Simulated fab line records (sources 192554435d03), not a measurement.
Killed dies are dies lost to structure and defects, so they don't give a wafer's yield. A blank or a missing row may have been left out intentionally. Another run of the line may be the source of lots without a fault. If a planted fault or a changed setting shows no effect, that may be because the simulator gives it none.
fab line records    flow n5_finfet
record lots=10  wafers=29  last_day=18
route steps=1938 shown BEOL_M10@1505
lots that met no fault: taken from a fault-free run of the same line
start_h: hours from the record's opening day to when the first of the lot's shown wafers began    wait_h: hours since the lot's step before    " identical to the entry in the row above    L1.1+2: a single row standing in for several wafers    - no value, or no start given    * or withheld: withheld    < > ~ a bound
route shown NAME@n: a module of which the file shows steps, and the number in the route of the first    usual: average and standard deviation across the fault-free wafers    same: alike in all rows    chamber/n: place in a boat    sites: the reading at each site    _std_site: standard deviation across them    _edge_site: inner sites' mean taken away from outer sites' mean    radius_mm: for every site, how far away it sits from the centre of the wafer    mask NAME#n: copy n    behind: the most recent tool/chamber to have shaped the wafer    hold: the reason the lot was held/the length of the hold in hours/how it ended    device: the n, p or np transistor that did not switch    end of line: the route-end tests of the same wafers    a step with no rows: only its recipe    killed: count of dies lost to structure and defects at first sort (not the wafer's yield)    map: the dies of a wafer, with x for killed, . for not killed, _ for no die there
set.NAME: the setting the step ran with; set.NAME@STEP: the setting that earlier step ran with    model.NAME: the simulator's own value behind a step, which no gauge read
one table for each step of the route and one row for each wafer, over a sample of lots
services: from which hour (start_h, from the record's first day; less than 0 if before it) a tool's chamber was out of use, for how many hours, and why
## steps
# step N5_BEOL_M10_DESCUM_33
# recipe chemistry=O2  time_s=7.9  source_power_w=50  bias_power_w=20  pressure_mtorr=20  rf_frequency_hz=2.712e+07  temp_c=40  resist=CAR-ArF  o2_flow_sccm=225
# usual drypump_motor_current_A=5.8/0.41  oes_product_au=0.77/0.092  rf_fwd_power_W=49.42/0.19  rf_vpp_V=243.2/1.3  showerhead_plenum_p_Torr=2.10/0.073  throttle_valve_pct=20.5/0.32
# same time_s=7.9
lot.wafer  tool         chamber  start_h  wait_h  drypump_motor_current_A  oes_product_au  rf_fwd_power_W  rf_hours_counter_h  rf_vpp_V  showerhead_plenum_p_Torr  throttle_valve_pct
L471.1     rie_diel-05  3        242.93   0.0     5.6                      0.68            49.57           250                 243.1     2.14                      20.4
L471.4     "            0        "        "       6.3                      0.74            49.71           182                 240.6     2.01                      20.5
L471.6     "            1        "        "       4.7                      0.68            49.45           -                   244.2     2.16                      21.0
L470.1     rie_diel-05  2        243.84   0.8     5.9                      0.69            49.62           224                 242.0     2.07                      20.4
L470.3     "            0        "        "       6.4                      0.74            49.66           183                 241.2     2.01                      20.5
L470.5     "            1        "        "       4.8                      0.67            49.28           -                   245.2     2.16                      21.0
L477.2     rie_diel-02  1        280.70   0.0     5.9                      0.71            49.62           185                 242.0     1.99                      20.4
L477.4     "            2        "        "       5.7                      0.77            49.66           -                   242.8     2.11                      20.5
L477.5     "            1        "        "       5.9                      0.71            49.58           -                   240.5     1.98                      20.4
L480.1     rie_diel-02  1        298.30   0.2     5.8                      0.71            49.58           192                 241.9     1.98                      20.4
L480.2     "            2        "        "       5.7                      0.76            49.31           137                 243.3     2.10                      20.5
L480.3     "            0        "        "       5.3                      0.71            49.76           240                 242.3     2.07                      20.9
L485.1     rie_diel-01  0        321.08   0.0     6.2                      0.89            49.35           40                  244.5     2.23                      20.6
L485.3     "            1        "        "       6.5                      0.84            49.14           45                  243.3     2.15                      20.0
L485.6     "            0        "        "       6.2                      0.87            49.26           -                   245.7     2.23                      20.7
L488.1     rie_diel-01  3        341.13   0.7     5.7                      0.71            49.08           234                 243.5     2.05                      20.5
L488.3     "            0        "        "       6.3                      0.87            49.44           48                  243.7     2.22                      20.7
L488.4     "            2        "        "       5.7                      0.71            49.16           243                 244.1     2.18                      21.2
L486.1     rie_diel-01  3        355.89   0.0     5.7                      0.70            49.24           240                 242.1     2.05                      20.5
L486.2     "            1        "        "       6.6                      0.82            49.19           60                  244.9     2.15                      20.0
L486.4     "            1        "        "       6.5                      0.81            49.07           -                   243.5     2.15                      20.0
L489.3     rie_diel-02  2        357.34   0.0     5.7                      0.75            49.71           161                 243.3     2.10                      20.6
L489.4     "            2        "        "       5.7                      0.74            49.70           -                   242.3     2.10                      20.6
L489.6     "            3        "        "       5.9                      0.83            49.28           -                   243.0     2.04                      20.6
L490.2     rie_diel-01  0        366.34   0.1     6.3                      0.87            49.30           58                  244.8     2.22                      20.7
L490.5     "            3        "        "       5.8                      0.71            49.16           -                   242.7     2.05                      20.6
L490.6     "            2        "        "       5.7                      0.71            49.37           -                   243.3     2.17                      21.2
L492.2     rie_diel-02  1        373.49   0.0     5.9                      0.69            49.35           220                 240.9     1.97                      20.5
L492.5     "            1        "        "       5.9                      0.69            49.32           -                   241.5     1.97                      20.5
# step N5_BEOL_M10_ETCH_65
# recipe chemistry=CF4  target=SiARC  target_depth_a=390  mask_material=CAR-ArF  time_s=65  ion_energy_ev=80  pressure_mtorr=40  source_w=545  bias_w=36  Ar_flow_sccm=100  cf4_flow_sccm=100  ends=cleared
# usual drypump_motor_current_A=5.8/0.42  etch_rf_on_time_s=65.5/2.2  oes_product_au=0.66/0.083  rf_fwd_power_W=538.8/2.3  rf_vpp_V=184.3/1.2  showerhead_plenum_p_Torr=2.14/0.068  throttle_valve_pct=15.68/0.29
lot.wafer  tool         chamber  start_h  wait_h  drypump_motor_current_A  etch_rf_on_time_s  oes_product_au  rf_fwd_power_W  rf_hours_counter_h  rf_vpp_V  showerhead_plenum_p_Torr  throttle_valve_pct
L471.1     rie_diel-05  3        242.96   0.0     5.6                      68.2               0.57            540.6           250                 184.0     2.20                      15.73
L471.4     "            0        "        "       6.4                      68.2               0.62            542.4           182                 182.8     2.08                      15.85
L471.6     "            1        "        "       4.7                      68.1               0.56            536.7           -                   184.8     2.20                      16.04
L470.1     rie_diel-05  2        243.88   0.0     5.9                      65.8               0.59            540.3           224                 183.9     2.11                      15.73
L470.3     "            0        "        "       6.4                      69.5               0.62            543.3           183                 182.9     2.08                      15.86
L470.5     "            1        "        "       4.7                      69.3               0.56            539.4           -                   183.3     2.20                      16.03
L477.2     rie_diel-02  1        280.74   0.0     5.8                      66.9               0.60            538.9           185                 182.8     2.03                      15.58
L477.4     "            2        "        "       5.8                      68.9               0.64            542.7           -                   183.4     2.16                      15.77
L477.5     "            1        "        "       5.8                      67.2               0.59            539.9           -                   183.6     2.03                      15.59
L480.1     rie_diel-02  1        298.33   0.0     5.9                      68.1               0.59            540.1           192                 183.7     2.02                      15.60
L480.2     "            2        "        "       5.8                      69.0               0.62            540.6           137                 182.9     2.16                      15.81
L480.3     "            0        "        "       5.3                      65.0               0.60            542.8           240                 184.4     2.12                      16.06
L485.1     rie_diel-01  0        321.12   0.0     6.2                      62.4               0.77            536.7           40                  186.6     2.27                      15.71
L485.3     "            1        "        "       6.5                      63.7               0.72            537.0           45                  184.3     2.17                      15.04
L485.6     "            0        "        "       6.3                      62.4               0.78            538.5           -                   185.6     2.27                      15.71
L488.1     rie_diel-01  3        341.17   0.0     5.7                      65.4               0.60            538.2           234                 184.8     2.10                      15.70
L488.3     "            0        "        "       6.3                      63.2               0.76            538.3           48                  186.2     2.27                      15.73
L488.4     "            2        "        "       5.7                      65.8               0.60            536.6           243                 183.5     2.19                      16.10
L486.1     rie_diel-01  3        355.93   0.0     5.8                      64.5               0.60            535.5           240                 182.8     2.10                      15.72
L486.2     "            1        "        "       6.5                      63.5               0.71            538.1           60                  185.0     2.16                      15.07
L486.4     "            1        "        "       6.6                      63.9               0.70            537.4           -                   183.9     2.16                      15.09
L489.3     rie_diel-02  2        357.37   0.0     5.8                      67.9               0.62            536.9           161                 183.4     2.15                      15.86
L489.4     "            2        "        "       5.7                      68.1               0.62            537.3           -                   184.8     2.15                      15.85
L489.6     "            3        "        "       5.9                      63.4               0.72            538.6           -                   183.7     2.08                      15.69
L490.2     rie_diel-01  0        366.37   0.0     6.3                      62.6               0.76            536.7           58                  183.9     2.27                      15.72
L490.5     "            3        "        "       5.7                      64.7               0.61            538.4           -                   184.6     2.10                      15.73
L490.6     "            2        "        "       5.7                      65.9               0.60            534.3           -                   185.4     2.19                      16.12
L492.2     rie_diel-02  1        373.52   0.0     5.9                      68.1               0.57            540.3           220                 181.9     2.02                      15.67
L492.5     "            1        "        "       5.8                      68.0               0.57            539.9           -                   183.5     2.02                      15.66
# step N5_BEOL_M10_STRIP_77
# recipe chemistry=N2/H2  time_s=10  power_w=450  temp_c=40  pressure_mtorr=20  rf_frequency_hz=6e+07  bias_power_w=7  n2_flow_sccm=200  h2_flow_sccm=200
# usual chamber_pressure_mTorr=20.001/0.017  drypump_motor_current_A=5.8/0.41  oes_product_au=0.77/0.091  rf_vpp_V=59.2/0.89  showerhead_plenum_p_Torr=2.55/0.079  throttle_valve_pct=23.8/0.45
# same time_s=10
lot.wafer  tool         chamber  start_h  wait_h  chamber_pressure_mTorr  drypump_motor_current_A  oes_product_au  rf_hours_counter_h  rf_vpp_V  showerhead_plenum_p_Torr  throttle_valve_pct
L471.1     rie_diel-05  3        243.34   -       19.978                  5.6                      0.67            250                 59.6      2.60                      23.5
L471.4     "            0        "        "       20.011                  6.4                      0.73            183                 59.1      2.44                      23.7
L471.6     "            1        "        "       20.031                  4.8                      0.68            -                   60.2      2.60                      24.3
L470.1     rie_diel-05  2        244.25   -       19.985                  5.9                      0.69            225                 58.4      2.48                      23.0
L470.3     "            0        "        "       20.033                  6.4                      0.74            183                 61.2      2.44                      23.7
L470.5     "            1        "        "       20.016                  4.8                      0.67            -                   59.8      2.60                      24.3
L477.2     rie_diel-02  1        281.12   -       26.035                  5.9                      0.71            185                 57.2      2.45                      24.1
L477.4     "            2        "        "       26.009                  5.7                      0.77            -                   57.3      2.56                      23.7
L477.5     "            1        "        "       26.017                  5.8                      0.72            -                   60.2      2.45                      24.1
L480.1     rie_diel-02  1        298.71   -       25.987                  5.9                      0.71            192                 59.6      2.45                      24.1
L480.2     "            2        "        "       26.015                  5.8                      0.76            137                 59.7      2.56                      23.7
L480.3     "            0        "        "       25.995                  5.2                      0.71            240                 58.5      2.51                      24.5
L485.1     rie_diel-01  0        321.50   -       19.975                  6.2                      0.88            40                  58.9      2.70                      23.9
L485.3     "            1        "        "       20.011                  6.5                      0.84            45                  58.3      2.61                      23.2
L485.6     "            0        "        "       19.988                  6.3                      0.89            -                   59.3      2.70                      23.8
L488.1     rie_diel-01  3        341.55   -       19.987                  5.8                      0.71            234                 58.0      2.50                      23.9
L488.3     "            0        "        "       19.983                  6.3                      0.88            48                  59.7      2.70                      23.9
L488.4     "            2        "        "       20.005                  5.7                      0.71            243                 60.0      2.61                      24.3
L486.1     rie_diel-01  3        356.31   -       20.014                  5.8                      0.70            240                 58.2      2.50                      23.9
L486.2     "            1        "        "       20.022                  6.5                      0.82            60                  59.2      2.60                      23.2
L486.4     "            1        "        "       20.025                  6.6                      0.82            -                   57.8      2.60                      23.2
L489.3     rie_diel-02  2        357.75   -       20.002                  5.7                      0.75            162                 59.1      2.55                      23.7
L489.4     "            2        "        "       20.039                  5.7                      0.75            -                   59.5      2.55                      23.7
L489.6     "            3        "        "       20.003                  5.9                      0.82            -                   58.4      2.48                      23.9
L490.2     rie_diel-01  0        366.75   -       20.007                  6.3                      0.86            58                  60.7      2.69                      23.9
L490.5     "            3        "        "       19.954                  5.8                      0.70            -                   59.1      2.50                      23.8
L490.6     "            2        "        "       20.009                  5.7                      0.71            -                   59.6      2.61                      24.2
L492.2     rie_diel-02  1        373.90   -       19.997                  5.8                      0.69            220                 59.8      2.44                      24.2
L492.5     "            1        "        "       19.988                  5.9                      0.69            -                   57.9      2.44                      24.2
# step N5_BEOL_M10_ALD_74
# recipe material=TaN  target_thk_a=20  temp_c=275  ald_precursor_family=PDMAT  ald_co_reactant=NH3  pressure_torr=3  carrier_flow_sccm=1500  pulse_time_s=2  purge_time_s=3  co_reactant_purge_time_s=2  co_reactant_pulse_time_s=3  ald_cycles=40  precursor_vessel_temp_c=75  precursor_vessel_pressure_torr=26.25  precursor_vessel_carrier_sccm=1000
# usual heater_power_w=435/42  mfc_carrier_sccm=1500/4.5  precursor_vessel_carrier_sccm=999.8/3
lot.wafer  tool          chamber  start_h  wait_h  heater_power_w  mfc_carrier_sccm  precursor_vessel_carrier_sccm
L471.1     ald_metal-03  0        244.07   0.0     329             1498              1006.2
L471.4     "             2        "        "       418             1501              999.7
L471.6     "             2        "        "       414             1498              1003.6
L470.1     ald_metal-02  2        245.05   0.0     431             1500              1001.6
L470.3     "             1        "        "       481             1498              1001.8
L470.5     "             1        "        "       465             1499              1000.9
L477.2     ald_metal-02  3        281.89   0.1     404             1497              994.7
L477.4     "             1        "        "       466             1496              998.2
L477.5     "             0        "        "       476             1492              998.2
L480.1     ald_metal-03  2        299.64   0.0     416             1504              1002.1
L480.2     "             1        "        "       431             1497              1003.8
L480.3     "             3        "        "       422             1503              996.5
L485.1     ald_metal-02  3        322.77   0.1     422             1500              996.8
L485.3     "             0        "        "       485             1495              999.9
L485.6     "             1        "        "       474             1505              1002.1
L488.1     ald_metal-02  1        342.69   0.1     478             1510              996.2
L488.3     "             0        "        "       489             1500              999.0
L488.4     "             2        "        "       428             1499              1000.5
L486.1     ald_metal-03  1        357.28   0.0     387             1499              996.5
L486.2     "             2        "        "       401             1500              1001.2
L486.4     "             0        "        "       318             1500              1000.4
L489.3     ald_metal-02  0        360.02   0.0     486             1494              995.6
L489.4     "             3        "        "       418             1506              998.2
L489.6     "             0        "        "       486             1502              994.4
L490.2     ald_metal-01  2        369.43   0.2     476             1503              1003.8
L490.5     "             1        "        "       434             1496              996.4
L490.6     "             2        "        "       476             1501              1004.9
L492.2     ald_metal-03  1        374.60   0.0     372             1501              999.4
L492.5     "             2        "        "       405             1497              999.2
## services
tool          chamber  start_h  hours  kind
rie_diel-02   0        226.35   10.5   repair
ald_metal-02  -        237.99   1.2    pm
rie_diel-02   3        241.86   46.0   repair
rie_diel-05   3        243.39   -      clean
rie_diel-05   -        266.00   4.0    pm
ald_metal-02  3        288.94   4.6    repair
ald_metal-01  3        296.75   5.8    repair
ald_metal-01  -        297.32   14.6   pm
ald_metal-01  -        312.85   8.7    pm
rie_diel-05   0        319.99   7.4    repair
ald_metal-01  -        324.97   6.0    pm
ald_metal-02  1        326.00   5.1    repair
rie_diel-02   0        327.18   -      clean
rie_diel-02   0        327.18   -      consumable_replace:focus_ring
rie_diel-02   0        327.18   35.0   scheduled_down
rie_diel-02   0        327.18   35.0   vent_cycle
ald_metal-01  0        334.53   45.8   repair
ald_metal-03  -        337.25   14.0   pm
rie_diel-01   2        350.29   6.7    repair
rie_diel-02   1        363.22   4.6    repair
rie_diel-01   2        366.80   -      clean
rie_diel-01   2        366.80   -      consumable_replace:focus_ring
rie_diel-01   2        366.80   13.5   scheduled_down
rie_diel-01   2        366.80   13.5   vent_cycle
## key
first_sign step=N5_BEOL_M10_STRIP_77  reading=chamber_pressure_mTorr  direction=up  sigmas=99+  usual=*  struck=*
effect none on later readings
met_at N5_BEOL_M10_STRIP_77
struck_lots L477,L480
not_acting_at N5_BEOL_M10_DESCUM_33,N5_BEOL_M10_ETCH_65,N5_BEOL_M10_ALD_74
fault kind=process_parameter_drift  tool=rie_diel-02  chamber=-  onset_h=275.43  steps=N5_BEOL_M10_STRIP_77  channel=pressure_mtorr  offset=*  shape=step  end_h=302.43  acts_in=*  stated=*
